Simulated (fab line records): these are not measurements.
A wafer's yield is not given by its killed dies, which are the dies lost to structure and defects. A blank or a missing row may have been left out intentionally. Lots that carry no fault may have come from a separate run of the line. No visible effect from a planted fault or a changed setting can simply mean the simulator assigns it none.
What tool caused it? + flow nand-harc + 63 wafers from 21 lots sampled at 5 of the route's 1302 steps

## WHAT THE GAUGES SHOWED, per wafer
NHARC_A_SLIT_CD_MEAS_21. Usual: 289.6 nm for cd-nm, sd 0.89.
| lot  | measured     | on        | cd-nm (nm)        | flag |
|------|--------------|-----------|-------------------|------|
| L074 | day 20 15:23 | cd-sem-03 | 291.1 290.3 291.4 |      |
| L075 | day 20 19:07 | cd-sem-02 | 288.6 289.6 290.1 |      |
| L076 | day 20 13:32 | cd-sem-03 | 290.1 291.0 290.4 |      |
| L077 | day 21 03:08 | cd-sem-03 | 289.9 289.0 288.7 |      |
| L080 | day 22 08:50 | cd-sem-03 | 289.2 288.8 290.0 |      |
| L079 | day 22 06:10 | cd-sem-03 | 289.6 290.9 288.9 |      |
| L081 | day 23 04:37 | cd-sem-01 | 289.8 289.8 288.7 |      |
| L083 | day 23 23:47 | cd-sem-02 | 289.4 290.4 289.5 |      |
| L082 | day 24 00:54 | cd-sem-02 | 288.0 290.2 289.0 |      |
| L084 | day 24 16:52 | cd-sem-01 | 288.1 287.6 288.6 |      |
| L086 | day 24 15:28 | cd-sem-02 | 290.2 288.6 290.3 |      |
| L085 | day 25 02:20 | cd-sem-03 | 290.3 288.9 289.9 |      |
| L087 | day 25 01:37 | cd-sem-03 | 288.8 289.7 290.3 |      |
| L088 | day 26 00:10 | cd-sem-03 | 290.0 290.4 290.1 |      |
| L089 | day 26 03:07 | cd-sem-03 | 290.9 290.6 290.5 |      |
| L090 | day 26 11:04 | cd-sem-03 | 290.7 290.4 290.3 |      |
| L092 | day 27 11:29 | cd-sem-02 | 289.8 290.8 289.9 |      |
| L094 | day 28 01:17 | cd-sem-02 | 289.4 290.5 290.2 |      |
| L096 | day 28 20:11 | cd-sem-03 | 289.8 290.2 289.6 |      |
| L095 | day 28 20:54 | cd-sem-01 | 287.3 287.5 288.0 |      |
| L097 | day 29 14:47 | cd-sem-03 | 289.7 290.0 289.4 |      |

## EACH LOT AND THE TOOL THAT RAN IT (in order: tool; ch and the chambers of the sampled wafers; start)
| lot  | NHARC_A_STAIRCASE_TRIM_229         | NHARC_A_STAIRCASE_HM_OPEN_463                 | NHARC_A_STAIRCASE_STRIP_475                   | NHARC_A_SLIT_ETCH_24               |
|------|------------------------------------|-----------------------------------------------|-----------------------------------------------|------------------------------------|
| L074 | rie-diel-13 ch 2,3, day 16 02:30   | rie-diel-06 ch 0,1,3, day 19 15:58 or earlier | rie-diel-06 ch 0,2,3, day 19 15:58            | rie-diel-07 ch 0,2, day 20 08:25   |
| L075 | rie-diel-06 ch 0,2,3, day 16 11:21 | rie-diel-01 ch 1,2,3, day 19 16:14 or earlier | rie-diel-06 ch 0,2, day 19 16:14              | rie-diel-05 ch 0,3, day 20 10:41   |
| L076 | rie-diel-01 ch 0,1,2, day 16 11:45 | rie-diel-06 ch 0,1,2, day 20 07:05 or earlier | rie-diel-01 ch 0,1,3, day 20 07:05 or earlier | rie-diel-12 ch 0,1,3, day 20 07:05 |
| L077 | rie-diel-01 ch 0,2,3, day 17 07:14 | rie-diel-01 ch 0,2, day 20 19:17 or earlier   | rie-diel-13 ch 0,1,2, day 20 19:17 or earlier | rie-diel-05 ch 0,2, day 20 19:17   |
| L080 | rie-diel-06 ch 0,2, day 18 09:45   | rie-diel-13 ch 1,3, day 22 00:31 or earlier   | rie-diel-13 ch 2,3, day 22 00:31 or earlier   | rie-diel-12 ch 0,1,2, day 22 00:31 |
| L079 | rie-diel-01 ch 1,2,3, day 18 10:08 | rie-diel-06 ch 0,2,3, day 21 23:56 or earlier | rie-diel-13 ch 0,2,3, day 21 23:56 or earlier | rie-diel-07 ch 0,1,3, day 21 23:56 |
| L081 | rie-diel-13 ch 1,2, day 19 07:47   | rie-diel-13 ch 1,2, day 22 22:27 or earlier   | rie-diel-13 ch 0,1,3, day 22 22:27 or earlier | rie-diel-12 ch 0,1, day 22 22:27   |
| L083 | rie-diel-01 ch 1,3, day 19 23:09   | rie-diel-01 ch 0,2,3, day 23 17:07 or earlier | rie-diel-13 ch 0,1, day 23 17:07 or earlier   | rie-diel-12 ch 1,2,3, day 23 17:07 |
| L082 | rie-diel-13 ch 0,2, day 19 23:41   | rie-diel-01 ch 2,3, day 23 18:43 or earlier   | rie-diel-01 ch 0,1,2, day 23 18:43 or earlier | rie-diel-12 ch 0,1,2, day 23 18:43 |
| L084 | rie-diel-06 ch 0,3, day 20 12:15   | rie-diel-06 ch 1,2, day 24 10:38 or earlier   | rie-diel-13 ch 2,3, day 24 10:38 or earlier   | rie-diel-05 ch 1,2,3, day 24 10:38 |
| L086 | rie-diel-06 ch 0,1,2, day 20 18:52 | rie-diel-01 ch 0,2,3, day 24 09:03 or earlier | rie-diel-13 ch 2,3, day 24 09:03 or earlier   | rie-diel-07 ch 0,2,3, day 24 09:03 |
| L085 | rie-diel-06 ch 0,1, day 20 23:13   | rie-diel-13 ch 2,3, day 24 20:10 or earlier   | rie-diel-06 ch 1,2,3, day 24 20:10 or earlier | rie-diel-05 ch 0,1, day 24 20:10   |
| L087 | rie-diel-13 ch 0,1, day 21 05:33   | rie-diel-06 ch 1,2,3, day 24 19:22 or earlier | rie-diel-06 ch 0,1,2, day 24 19:22 or earlier | rie-diel-07 ch 0,1, day 24 19:22   |
| L088 | rie-diel-06 ch 0,2, day 22 06:10   | rie-diel-01 ch 1,2, day 25 16:16 or earlier   | rie-diel-01 ch 2,3, day 25 16:16 or earlier   | rie-diel-07 ch 0,1,3, day 25 16:16 |
| L089 | rie-diel-13 ch 0,2,3, day 22 06:44 | rie-diel-01 ch 0,3, day 25 16:28 or earlier   | rie-diel-13 ch 0,1,2, day 25 16:28 or earlier | rie-diel-12 ch 1,2, day 25 16:28   |
| L090 | rie-diel-01 ch 1,2,3, day 22 18:37 | rie-diel-06 ch 0,1,2, day 25 12:48 or earlier | rie-diel-13 ch 1,2,3, day 25 12:48            | rie-diel-07 ch 0,1,2, day 26 04:54 |
| L092 | rie-diel-01 ch 0,1,3, day 23 13:53 | rie-diel-06 ch 1,2, day 27 05:13 or earlier   | rie-diel-13 ch 0,1, day 27 05:13 or earlier   | rie-diel-07 ch 1,3, day 27 05:13   |
| L094 | rie-diel-13 ch 0,1, day 24 01:22   | rie-diel-06 ch 0,1,2, day 27 15:44 or earlier | rie-diel-01 ch 1,3, day 27 15:44 or earlier   | rie-diel-05 ch 0,1, day 27 15:44   |
| L096 | rie-diel-01 ch 0,1,2, day 24 22:43 | rie-diel-06 ch 0,2,3, day 28 14:04 or earlier | rie-diel-13 ch 0,1,2, day 28 14:04 or earlier | rie-diel-12 ch 0,2,3, day 28 14:04 |
| L095 | rie-diel-06 ch 1,2,3, day 24 23:49 | rie-diel-01 ch 1,2, day 27 21:44 or earlier   | rie-diel-06 ch 0,3, day 27 21:44              | rie-diel-07 ch 0,2, day 28 14:24   |
| L097 | rie-diel-13 ch 1,2,3, day 25 09:22 | rie-diel-01 ch 0,2, day 29 08:31 or earlier   | rie-diel-13 ch 0,3, day 29 08:31 or earlier   | rie-diel-12 ch 1,2, day 29 08:31   |
- NHARC_A_STAIRCASE_TRIM_229: chemistry O2, time 211.2 s.
- NHARC_A_STAIRCASE_HM_OPEN_463: chemistry O2/COS.
- NHARC_A_STAIRCASE_STRIP_475: strips in O2, time 20 s.
- NHARC_A_SLIT_ETCH_24: etches the open film in CF4/CHF3, target depth 121 nm, time 60.5 s.

## AS READ BY THE TOOLS THEMSELVES (means over the sampled wafers that have a number; for cases with no such wafer, the mark the record gives instead)
NHARC_A_STAIRCASE_TRIM_229. Usual: drypump-motor-current-A 5.7 A, standard deviation 0.34; o2-flow-sccm 500.0 sccm, standard deviation 1.3; oes-product-au 0.999 a.u., standard deviation 0.0093; rf-vpp-V 57.9 V, standard deviation 0.82; showerhead-plenum-p-Torr 3.57 Torr, standard deviation 0.14; throttle-valve-pct 17.036 %, standard deviation 0.0083.
| lot  | tool        | drypump-motor-current-A (A) | o2-flow-sccm (sccm) | oes-product-au (a.u.) | rf-vpp-V (V) | showerhead-plenum-p-Torr (Torr) | throttle-valve-pct (%) | flag |
|------|-------------|-----------------------------|---------------------|-----------------------|--------------|---------------------------------|------------------------|------|
| L074 | rie-diel-13 | 5.8                         | 500.8               | 1.001                 | 58.2         | 3.58                            | 17.031                 |      |
| L075 | rie-diel-06 | 5.6                         | 500.0               | 1.002                 | 57.8         | 3.49                            | 17.043                 |      |
| L076 | rie-diel-01 | 5.6                         | 499.9               | 0.994                 | 58.6         | 3.62                            | 17.038                 |      |
| L077 | rie-diel-01 | 5.7                         | 499.4               | 0.988                 | 57.9         | 3.67                            | 17.037                 |      |
| L080 | rie-diel-06 | 5.9                         | 499.2               | 0.994                 | 57.0         | 3.50                            | 17.036                 |      |
| L079 | rie-diel-01 | 5.9                         | 499.6               | 0.986                 | 57.7         | 3.60                            | 17.042                 |      |
| L081 | rie-diel-13 | 5.6                         | 499.1               | 1.003                 | 57.9         | 3.61                            | 17.035                 |      |
| L083 | rie-diel-01 | 6.1                         | 500.5               | 0.985                 | 58.2         | 3.67                            | 17.033                 |      |
| L082 | rie-diel-13 | 5.4                         | 501.1               | 0.996                 | 58.0         | 3.56                            | 17.038                 |      |
| L084 | rie-diel-06 | 5.3                         | 500.1               | 0.999                 | 58.0         | 3.47                            | 17.031                 |      |
| L086 | rie-diel-06 | 5.7                         | 500.6               | 0.998                 | 57.3         | 3.40                            | 17.037                 |      |
| L085 | rie-diel-06 | 5.5                         | 500.7               | 1.002                 | 57.2         | 3.31                            | 17.034                 |      |
| L087 | rie-diel-13 | 5.7                         | 500.3               | 0.997                 | 58.2         | 3.67                            | 17.045                 |      |
| L088 | rie-diel-06 | 5.6                         | 499.9               | 1.009                 | 57.0         | 3.43                            | 17.030                 |      |
| L089 | rie-diel-13 | 5.6                         | 499.8               | 1.007                 | 58.1         | 3.55                            | 17.042                 |      |
| L090 | rie-diel-01 | 5.9                         | 499.7               | 0.996                 | 58.4         | 3.58                            | 17.035                 |      |
| L092 | rie-diel-01 | 5.8                         | 500.7               | 1.001                 | 57.5         | 3.67                            | 17.030                 |      |
| L094 | rie-diel-13 | 5.5                         | 499.1               | 0.999                 | 57.9         | 3.62                            | 17.037                 |      |
| L096 | rie-diel-01 | 5.6                         | 500.0               | 0.992                 | 57.4         | 3.58                            | 17.043                 |      |
| L095 | rie-diel-06 | 5.7                         | 500.5               | 0.995                 | 57.3         | 3.60                            | 17.042                 |      |
| L097 | rie-diel-13 | 5.8                         | 501.0               | 1.008                 | 58.2         | 3.58                            | 17.033                 |      |

NHARC_A_STAIRCASE_HM_OPEN_463. Usual: bias-w 300.1 W (standard deviation 0.82); drypump-motor-current-A 5.7 A (standard deviation 0.37); o2-flow-sccm 400.1 sccm (standard deviation 1.2); oes-product-au 0.998 a.u. (standard deviation 0.0097); rf-vpp-V 467.9 V (standard deviation 2.8); showerhead-plenum-p-Torr 3.16 Torr (standard deviation 0.12); throttle-valve-pct 28.330 % (standard deviation 0.0093).
| lot  | tool        | bias-w (W) | drypump-motor-current-A (A) | o2-flow-sccm (sccm) | oes-product-au (a.u.) | rf-vpp-V (V) | showerhead-plenum-p-Torr (Torr) | throttle-valve-pct (%) | flag |
|------|-------------|------------|-----------------------------|---------------------|-----------------------|--------------|---------------------------------|------------------------|------|
| L074 | rie-diel-06 | 300.6      | 5.4                         | 400.5               | 1.001                 | 464.5        | 3.01                            | 28.327                 |      |
| L075 | rie-diel-01 | 299.8      | 5.9                         | 399.6               | 0.989                 | 469.4        | 3.18                            | 28.333                 |      |
| L076 | rie-diel-06 | 301.7      | 5.7                         | 400.3               | 0.996                 | 464.6        | 3.02                            | 28.329                 |      |
| L077 | rie-diel-01 | 299.8      | 5.5                         | 400.8               | 0.988                 | 468.1        | 3.17                            | 28.325                 |      |
| L080 | rie-diel-13 | 300.5      | 5.9                         | 399.8               | 1.012                 | 469.6        | 3.20                            | 28.334                 |      |
| L079 | rie-diel-06 | 300.1      | 5.6                         | 400.8               | 0.992                 | 466.6        | 3.08                            | 28.329                 |      |
| L081 | rie-diel-13 | 300.1      | 5.8                         | 399.8               | 1.008                 | 469.1        | 3.25                            | 28.328                 |      |
| L083 | rie-diel-01 | 300.5      | 5.7                         | 399.6               | 0.993                 | 469.1        | 3.24                            | 28.328                 |      |
| L082 | rie-diel-01 | 299.8      | 5.9                         | 400.9               | 0.983                 | 469.1        | 3.23                            | 28.332                 |      |
| L084 | rie-diel-06 | 300.3      | 5.8                         | 400.2               | 1.006                 | 471.0        | 3.29                            | 28.321                 |      |
| L086 | rie-diel-01 | 299.6      | 5.7                         | 399.9               | 0.996                 | 470.2        | 3.23                            | 28.337                 |      |
| L085 | rie-diel-13 | 299.6      | 5.8                         | 400.2               | 1.013                 | 467.2        | 3.14                            | 28.327                 |      |
| L087 | rie-diel-06 | 299.6      | 5.7                         | 400.0               | 0.993                 | 467.8        | 3.20                            | 28.323                 |      |
| L088 | rie-diel-01 | 300.8      | 5.8                         | 400.2               | 0.996                 | 466.9        | 3.12                            | 28.335                 |      |
| L089 | rie-diel-01 | 300.0      | 5.9                         | 398.9               | 0.998                 | 471.1        | 3.30                            | 28.324                 |      |
| L090 | rie-diel-06 | 300.0      | 5.7                         | 400.1               | 1.003                 | 467.5        | 3.16                            | 28.333                 |      |
| L092 | rie-diel-06 | 300.3      | 5.8                         | 399.8               | 0.999                 | 470.3        | 3.28                            | 28.325                 |      |
| L094 | rie-diel-06 | 300.1      | 5.7                         | 399.9               | 1.000                 | 468.3        | 3.15                            | 28.331                 |      |
| L096 | rie-diel-06 | 299.7      | 5.6                         | 401.7               | 1.002                 | 466.7        | 3.06                            | 28.329                 |      |
| L095 | rie-diel-01 | 300.3      | 5.7                         | 400.7               | 0.984                 | 465.9        | 3.07                            | 28.325                 |      |
| L097 | rie-diel-01 | 300.2      | 5.4                         | 400.2               | 0.996                 | 469.1        | 3.22                            | 28.341                 |      |

NHARC_A_STAIRCASE_STRIP_475. Usual: drypump-motor-current-A 5.7 A, standard deviation 0.33; o2-flow-sccm 500.0 sccm, standard deviation 1.5; oes-product-au 1.001 a.u., standard deviation 0.011; rf-vpp-V 57.8 V, standard deviation 0.91; showerhead-plenum-p-Torr 3.57 Torr, standard deviation 0.11; throttle-valve-pct 17.036 %, standard deviation 0.009.
| lot  | tool        | drypump-motor-current-A (A) | o2-flow-sccm (sccm) | oes-product-au (a.u.) | rf-vpp-V (V) | showerhead-plenum-p-Torr (Torr) | throttle-valve-pct (%) | flag |
|------|-------------|-----------------------------|---------------------|-----------------------|--------------|---------------------------------|------------------------|------|
| L074 | rie-diel-06 | 5.6                         | 498.7               | 0.996                 | 57.8         | 3.48                            | 17.031                 |      |
| L075 | rie-diel-06 | 5.6                         | 499.5               | 0.995                 | 58.0         | 3.44                            | 17.030                 |      |
| L076 | rie-diel-01 | 5.8                         | 500.1               | 0.995                 | 58.0         | 3.68                            | 17.042                 |      |
| L077 | rie-diel-13 | 5.6                         | 499.3               | 0.994                 | 58.0         | 3.62                            | 17.039                 |      |
| L080 | rie-diel-13 | 5.6                         | 498.6               | 1.011                 | 56.8         | 3.54                            | 17.034                 |      |
| L079 | rie-diel-13 | 5.6                         | 498.7               | 1.001                 | 57.0         | 3.56                            | 17.038                 |      |
| L081 | rie-diel-13 | 5.7                         | 500.0               | 1.000                 | 58.3         | 3.61                            | 17.031                 |      |
| L083 | rie-diel-13 | 5.7                         | 500.5               | 0.993                 | 57.8         | 3.66                            | 17.043                 |      |
| L082 | rie-diel-01 | 5.6                         | 498.1               | 0.998                 | 59.0         | 3.59                            | 17.035                 |      |
| L084 | rie-diel-13 | 5.6                         | 499.2               | 1.009                 | 56.9         | 3.53                            | 17.030                 |      |
| L086 | rie-diel-13 | 5.6                         | 500.6               | 1.012                 | 58.0         | 3.53                            | 17.035                 |      |
| L085 | rie-diel-06 | 5.7                         | 500.9               | 0.988                 | 57.8         | 3.60                            | 17.045                 |      |
| L087 | rie-diel-06 | 5.7                         | 501.1               | 0.998                 | 57.8         | 3.56                            | 17.039                 |      |
| L088 | rie-diel-01 | 5.9                         | 499.6               | 0.985                 | 57.6         | 3.63                            | 17.027                 |      |
| L089 | rie-diel-13 | 5.6                         | 500.7               | 0.998                 | 58.4         | 3.60                            | 17.041                 |      |
| L090 | rie-diel-13 | 5.8                         | 499.9               | 1.007                 | 58.6         | 3.58                            | 17.028                 |      |
| L092 | rie-diel-13 | 5.7                         | 500.1               | 1.001                 | 59.1         | 3.65                            | 17.028                 |      |
| L094 | rie-diel-01 | 6.0                         | 500.1               | 0.991                 | 57.5         | 3.58                            | 17.033                 |      |
| L096 | rie-diel-13 | 5.6                         | 500.8               | 1.004                 | 57.9         | 3.59                            | 17.029                 |      |
| L095 | rie-diel-06 | 5.2                         | 500.3               | 1.009                 | 57.3         | 3.43                            | 17.032                 |      |
| L097 | rie-diel-13 | 5.7                         | 500.4               | 1.011                 | 57.9         | 3.53                            | 17.031                 |      |

NHARC_A_SLIT_ETCH_24. Usual: bias-w 200.0 W, standard deviation 0.62; drypump-motor-current-A 5.7 A, standard deviation 0.6; oes-product-au 0.955 a.u., standard deviation 0.02; rf-vpp-V 371.4 V, standard deviation 2.2; showerhead-plenum-p-Torr 1.59 Torr, standard deviation 0.06; throttle-valve-pct 16.803 %, standard deviation 0.0096.
| lot  | tool        | bias-w (W) | drypump-motor-current-A (A) | oes-product-au (a.u.) | rf-vpp-V (V) | showerhead-plenum-p-Torr (Torr) | throttle-valve-pct (%) | flag |
|------|-------------|------------|-----------------------------|-----------------------|--------------|---------------------------------|------------------------|------|
| L074 | rie-diel-07 | 199.9      | 6.2                         | 0.962                 | 373.0        | 1.64                            | 16.805                 |      |
| L075 | rie-diel-05 | 199.7      | 5.5                         | 0.930                 | 371.4        | 1.59                            | 16.810                 |      |
| L076 | rie-diel-12 | 200.1      | 5.1                         | 0.973                 | 371.1        | 1.61                            | 16.799                 |      |
| L077 | rie-diel-05 | 199.4      | 5.3                         | 0.959                 | 370.9        | 1.59                            | 16.811                 |      |
| L080 | rie-diel-12 | 199.8      | 5.4                         | 0.920                 | 373.4        | 1.66                            | 16.797                 |      |
| L079 | rie-diel-07 | 199.7      | 6.1                         | 0.962                 | 369.1        | 1.55                            | 16.804                 |      |
| L081 | rie-diel-12 | 200.1      | 5.4                         | 0.960                 | 372.3        | 1.64                            | 16.795                 |      |
| L083 | rie-diel-12 | 200.0      | 5.3                         | 0.967                 | 371.2        | 1.60                            | 16.796                 |      |
| L082 | rie-diel-12 | 200.3      | 5.5                         | 0.957                 | 373.2        | 1.66                            | 16.804                 |      |
| L084 | rie-diel-05 | 200.0      | 5.5                         | 0.926                 | 369.9        | 1.55                            | 16.802                 |      |
| L086 | rie-diel-07 | 199.6      | 6.4                         | 0.950                 | 371.5        | 1.60                            | 16.808                 |      |
| L085 | rie-diel-05 | 200.4      | 5.4                         | 0.968                 | 369.8        | 1.55                            | 16.805                 |      |
| L087 | rie-diel-07 | 199.9      | 6.1                         | 0.963                 | 369.6        | 1.56                            | 16.795                 |      |
| L088 | rie-diel-07 | 199.2      | 6.1                         | 0.973                 | 370.6        | 1.55                            | 16.806                 |      |
| L089 | rie-diel-12 | 200.7      | 5.7                         | 0.953                 | 373.5        | 1.64                            | 16.800                 |      |
| L090 | rie-diel-07 | 200.5      | 5.9                         | 0.944                 | 372.2        | 1.59                            | 16.796                 |      |
| L092 | rie-diel-07 | 200.5      | 5.6                         | 0.939                 | 369.5        | 1.55                            | 16.800                 |      |
| L094 | rie-diel-05 | 199.8      | 5.4                         | 0.958                 | 370.3        | 1.55                            | 16.798                 |      |
| L096 | rie-diel-12 | 200.1      | 5.1                         | 0.948                 | 371.9        | 1.62                            | 16.807                 |      |
| L095 | rie-diel-07 | 200.0      | 6.5                         | 0.960                 | 371.8        | 1.60                            | 16.813                 |      |
| L097 | rie-diel-12 | 199.9      | 5.7                         | 0.917                 | 373.1        | 1.64                            | 16.807                 |      |

## THE ANSWER, worked out from the rows above alone
Rule: take the mean of a lot's wafers that have a number; if it is more than 3 standard deviations from the usual mean, the lot is off. A lot without any number at a reading at which 4 lots or more have one is off too. Where the step has rows for the other lots, those lots are counted as sound. Order of review: gauges by route order, followed by the tools' own readings, for which a lot's mean as printed above is used. The first step at which some lot is off is used, and at that step the reading that is off furthest; a lot without a number counts as furthest.
No lot is off at any reading shown: from this, nothing can be told.

## WHAT THE SIMULATOR HAD INSERTED
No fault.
